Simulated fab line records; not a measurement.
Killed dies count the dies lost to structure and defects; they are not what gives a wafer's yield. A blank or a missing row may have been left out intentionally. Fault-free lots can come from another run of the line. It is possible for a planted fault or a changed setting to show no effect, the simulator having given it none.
Chamber matching | flow nand harc | ald metal-02 running NHARC_A_WL_FILL_ALD_02: 4 sister chambers
The step deposits TiN, target thk 2 nm, pulse time 3 s, ald cycles 100. 14 wafers are shown with their chamber, then 7 later ones without.

## WAFERS, EACH WITH ITS CHAMBER
wafer  | chamber | heater power w (W) | precursor pulse height rel
L077.1 | 1       | 999                | 0.980
L077.4 | 3       | 1141               | 0.941
L077.5 | 0       | 1352               | 1.015
L077.2 | 2       | 1096               | 1.008
L077.3 | 0       | 1351               | 1.005
L077.6 | 3       | 1169               | 0.972
L079.1 | 0       | 1333               | 1.029
L079.4 | 2       | 1090               | 1.003
L079.6 | 3       | 1168               | 1.005
L083.3 | 3       | 1126               | 0.998
L083.4 | 2       | 1109               | 1.003
L083.6 | 0       | 1378               | 1.003
L084.3 | 2       | 1115               | 0.987
L084.4 | 0       | 1333               | 0.990

SIGNATURES, as means of the wafers listed above
reading                    | chamber 0 | chamber 1 | chamber 2 | chamber 3 | scatter within a chamber
heater power w             | 1349.40   | 999.00    | 1102.50   | 1151.00   | 17.6
precursor pulse height rel | 1.00840   | 0.98000   | 1.00025   | 0.97900   | 0.019
Rule: for a wafer and a chamber, the distance is found by dividing, reading by reading, the gap between the wafer's reading and the chamber's mean by the reading's scatter, squaring, summing and taking the root. The wafer belongs to the nearest chamber; if the next one is less than 2 further off, it can't be placed. The scatter is the square root of a quotient: the sum, over the shown wafers, of each reading's squared deviation from its chamber's mean, divided by wafers minus chambers.

## WAFERS WITHOUT THEIR CHAMBER
wafer  | heater power w (W) | precursor pulse height rel
L084.6 | 1022               | 1.011
L089.2 | 1000               | 1.015
L089.3 | 1356               | 0.992
L089.4 | 1089               | 1.007
L095.2 | 1033               | 1.031
L095.4 | 1295               | 1.014
L095.5 | 1007               | 0.992

## CHAMBER TAKEN BY EACH
wafer  | from the rows above     | in truth
L084.6 | 1                       | 1
L089.2 | 1                       | 1
L089.3 | 0                       | 0
L089.4 | 2                       | 2
L095.2 | can't be placed: 1 or 2 | 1
L095.4 | 0                       | 0
L095.5 | 1                       | 1
Correct placement for 6 of the 7. From these rows, 1 cannot be placed; in 1 the true chamber is one of the candidates. Wrongly placed: 0.
